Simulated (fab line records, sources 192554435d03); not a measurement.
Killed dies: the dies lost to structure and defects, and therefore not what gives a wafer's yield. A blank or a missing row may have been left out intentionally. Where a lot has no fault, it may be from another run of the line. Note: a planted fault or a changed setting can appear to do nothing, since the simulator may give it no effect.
Comparing a struck lot with a sound one | flow n5-finfet | 35 out of 1938 route steps
Sound: the wafers L929.3, L929.4, L929.5. Struck: wafers L930.1, L930.6. The cause is given at the end.
At each step with rows: each side's tool, then ch and its chambers, then its first start. Under that, the readings that differ: sound wafers | struck wafers | difference of the means | sigmas: that difference in standard deviations of wafers without a fault.
alike: readings with means less than 2 such deviations apart, plus words and numbers identical on both sides. not compared: withheld readings, readings lacking a value on some wafer, bounds such as >300 that could conceal the same value, and numbers that have no deviation in the record and whose values overlap.
A row with sigmas, a row that says differs or no value, or rows on one side alone: a step with any of these is where the two part. Numbers that have no deviation but don't overlap get no sigmas and don't part them. A reading that every wafer of one side lacks parts them only if that side has two wafers or more.

first, 9 steps without rows for these wafers: N5_FIN_SAQP_PRECLEAN_42 (cleans in O3/DIW, time 60 s); N5_FIN_SAQP_PRECLEAN_00 (cleans in SC1, time 60 s); N5_FIN_SAQP_PRECLEAN_44 (cleans in SC2, time 45 s); N5_FIN_SAQP_SRD_01 (time 30 s); N5_FIN_SAQP_ALD_61 (deposits SiO2, target thk 4 nm, pulse time 1 s, purge time 2 s); N5_FIN_SAQP_DENSIFY_62 (time 60 s); N5_FIN_SAQP_HM_DEP_03 (deposits SiNx from SiH4/NH3/N2, target thk 38 nm, time 33.6 s); N5_FIN_SAQP_PECVD_47 (deposits a-Si from SiH4/He, target thk 45 nm, time 36.3 s); N5_FIN_SAQP_PECVD_48 (deposits SiNx from SiH4/NH3/N2, target thk 25 nm, time 22.1 s).
N5_FIN_SAQP_PECVD_06: deposits a-Si from SiH4/He, target thk 60 nm, time 48.1 s.
  sound on pecvd-01 ch 0,1, day 4 09:19; struck on pecvd-01 ch 1, day 4 14:56
  reading                                     | sound             | struck      | difference | sigmas
  model.a-Si_of_FIN_SAQP_PECVD_06.thk-nm (nm) | 62.57 60.28 60.81 | 81.54 82.58 | +20.84     |
  alike: heater-power-outer-w, heater-power-w, showerhead-plenum-p-Torr, throttle-valve-pct
N5_FIN_SAQP_THK_MEAS_07:
  sound on film-metro-01, day 4 09:25; struck on film-metro-02, day 4 15:03
  reading     | sound          | struck    | difference | sigmas
  thk-nm (nm) | 62.6 60.3 60.8 | 81.6 82.5 | +20.8      | +21
then, 15 steps without rows for these wafers: N5_FIN_SAQP_HM_DEP_72 (deposits SiO2 from SiH4/N2O, target thk 12 nm, time 7.2 s); N5_FIN_SAQP_COAT_49 (time 60 s, resist thk 100 nm); N5_FIN_SAQP_COAT_50 (time 60 s, resist thk 35 nm); N5_FIN_SAQP_COAT_10 (resist thk 90 nm); N5_FIN_SAQP_EBR_12; N5_FIN_SAQP_SOFTBAKE_11 (time 60 s); N5_FIN_SAQP_EXPOSE_13 (exposes mask FIN CORE, target cd 35.6 nm); N5_FIN_SAQP_PEB_14 (peb time 60 s); N5_FIN_SAQP_DEVELOP_15 (develop time 30 s); N5_FIN_SAQP_DESCUM_21 (chemistry O2, time 7.9 s); N5_FIN_SAQP_ETCH_51 (etches SiARC in CF4, target depth 45.5 nm, time 75.8 s); N5_FIN_SAQP_ETCH_52 (etches SOC in N2/H2, target depth 100 nm, overetch 20 nm, time 150 s); N5_FIN_SAQP_STRIP_53 (strips in N2/H2); N5_FIN_SAQP_HM_OPEN_73 (chemistry CHF3/O2, target SiO2, stops on a-Si, target depth 12 nm, time 16.8 s); N5_FIN_SAQP_STRIP_74 (strips in CHF3/O2).
N5_FIN_SAQP_MANDREL_ETCH_22: etches a-Si in HBr/Cl2, stops on SiNx, target depth 60 nm, bt time 10 s, time 30 s.
  sound on rie-si-06 ch 2,3, day 4 10:09; struck on rie-si-06 ch 2,3, day 4 16:23
  reading                  | sound             | struck      | difference | sigmas
  oes-product-au (a.u.)    | 0.768 0.758 0.780 | 0.946 0.925 | +0.167     | +11
  model.etch.depth-nm (nm) | 62.47 60.25 60.73 | 81.51 82.5  | +20.85     |
  alike: bias-w, drypump-motor-current-A, throttle-valve-pct
  not compared: rf-hours-counter-h
then, 5 steps without rows for these wafers: N5_FIN_SAQP_STRIP_55 (strips in N2/H2); N5_FIN_SAQP_STRIP_23 (strips in SPM, time 750 s); N5_FIN_SAQP_SRD_66 (time 30 s); N5_FIN_SAQP_RECESS_75 (chemistry HF/NH3, target SiO2, target depth 14.4 nm, afs cycles 3, sublimation time 60 s); N5_FIN_SAQP_SPACER1_ALD_24 (deposits SiO2, target thk 20.3 nm, pulse time 1 s, purge time 2 s).
N5_FIN_SAQP_SPACER1_ETCHBACK_25: etches SiO2 in CHF3/O2, target depth 24.4 nm, time 12.2 s.
  sound on rie-diel-01 ch 2,3, day 4 11:42; struck on rie-diel-03 ch 0,3, day 4 18:10
  reading                                     | sound          | struck    | difference | sigmas
  model.a-Si_of_FIN_SAQP_PECVD_06.thk-nm (nm) | 61.6 59.4 59.8 | 80.6 81.6 | +20.8      |
  alike: bias-w, drypump-motor-current-A, mfc-ar-sccm, oes_o_777_au, oes-product-au, rf-vpp-V, showerhead-plenum-p-Torr, throttle-valve-pct
  not compared: rf-hours-counter-h
then, 2 steps without rows for these wafers: N5_FIN_SAQP_MANDREL1_REMOVE_56 (chemistry HBr/Cl2/O2, target a-Si, stops on SiNx, bt time 10 s); N5_PASSIVATION_PROBE_49.

== WHERE THEY PART ==
Earliest at N5_FIN_SAQP_THK_MEAS_07; latest, in this record, at N5_FIN_SAQP_MANDREL_ETCH_22. Later steps at which nothing parts them and some readings are alike: N5_FIN_SAQP_SPACER1_ETCHBACK_25.

WHY: what had been put in by the simulator
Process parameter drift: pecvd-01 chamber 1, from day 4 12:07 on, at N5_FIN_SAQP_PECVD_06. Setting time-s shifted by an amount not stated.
